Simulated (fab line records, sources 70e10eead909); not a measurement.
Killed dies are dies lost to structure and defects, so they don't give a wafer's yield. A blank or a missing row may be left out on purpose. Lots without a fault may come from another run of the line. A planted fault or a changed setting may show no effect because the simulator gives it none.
One fault seen from 3 desks | flow nand_harc | each desk has only its own numbers; what lay behind them comes last

THE METROLOGY DESK
What the gauges read, lot by lot, whatever tool the lot ran on: means of the sampled wafers that have a number. A lot is out of limits, marked OUT, if its mean lies more than 4 standard deviations from the usual mean; the brackets give that distance.
Columns: A = overlay_x_nm at NHARC_P_M2_OVL_MEAS_10, usual 0.1 nm; B = overlay_y_nm at NHARC_P_M2_OVL_MEAS_10, usual 0.1 nm
lot  | first seen here | A    | B
L741 | day 6 23:44     | -1.6 | -0.9
L743 | day 7 17:49     | 0.6  | -0.6
L744 | day 8 04:05     | 0.2  | -0.1
L745 | day 8 20:03     | -0.3 | 0.9
L746 | day 8 22:26     | 0.2  | -0.2
L747 | day 9 04:07     | 0.5  | 0.1
L748 | day 9 20:37     | -1.4 | -0.5
L749 | day 10 06:53    | 0.1  | 1.5
L750 | day 10 07:26    | 0.5  | 0.8
L751 | day 10 23:09    | 1.8  | 0.1
L752 | day 11 08:19    | 0.5  | 0.4
L754 | day 12 10:59    | -0.4 | 1.3
L761 | day 14 23:47    | -0.2 | 0.0
L762 | day 15 19:55    | 1.2  | -0.2
This desk's finding: nothing out of limits on any of the 14 lots.

THE DEFECT DESK
What the inspections along the route counted, lot by lot: means of the sampled wafers that have a number. A lot is out of limits, marked OUT, if its mean lies more than 4 standard deviations from the usual mean; the brackets give that distance.
Columns: A = raw_defect_count at NHARC_P_M1_INSPECT_27, usual 278
lot  | first seen here | A
L741 | day 6 22:23     | 179
L743 | day 7 16:20     | 198
L744 | day 8 02:44     | 303
L745 | day 8 18:31     | 285
L746 | day 8 20:40     | 199
L747 | day 9 02:39     | 206
L748 | day 9 19:08     | 259
L749 | day 10 05:32    | 288
L750 | day 10 05:47    | 424
L751 | day 10 21:49    | 194
L752 | day 11 06:51    | 288
L754 | day 12 09:32    | 124
L761 | day 14 22:18    | 442
L762 | day 15 18:25    | 265
This desk's finding: nothing out of limits on any of the 14 lots.

THE TOOL OWNER'S DESK: rie_diel-08
The tool's own readings at NHARC_P_M2_ETCH_15 (etches the open film in C4F8/Ar, target depth 182.5 nm, time 91.2 s): means of the sampled wafers that have a number, for each lot that ran on this tool. A lot is out of limits, marked OUT, if its mean lies more than 4 standard deviations from the usual mean; the brackets give that distance.
Columns: A = bias_w at NHARC_P_M2_ETCH_15, usual 300.0 W; B = chamber_pressure_mTorr at NHARC_P_M2_ETCH_15, usual 24.999 mTorr; C = oes_product_au at NHARC_P_M2_ETCH_15, usual 0.946 a.u.; D = rf_vpp_V at NHARC_P_M2_ETCH_15, usual 441.2 V
lot  | first seen here | A     | B      | C     | D
L741 | day 7 00:06     | 300.0 | 25.000 | 0.924 | 441.4
L743 | day 7 18:05     | 299.8 | 24.961 | 0.928 | 442.1
L746 | day 8 22:42     | 300.7 | 24.999 | 0.973 | 440.0
L748 | day 9 20:54     | 299.7 | 24.999 | 0.971 | 441.0
L749 | day 10 07:10    | 299.5 | 25.005 | 0.973 | 439.3
L751 | day 10 23:25    | 300.2 | 25.000 | 0.970 | 443.2
This desk's finding: nothing out of limits on any of the 6 lots.

PUT TOGETHER
The metrology desk saw nothing out of limits.
The defect desk saw nothing out of limits.
The tool owner's desk saw nothing out of limits.

WHAT THE SIMULATOR HAD PUT IN
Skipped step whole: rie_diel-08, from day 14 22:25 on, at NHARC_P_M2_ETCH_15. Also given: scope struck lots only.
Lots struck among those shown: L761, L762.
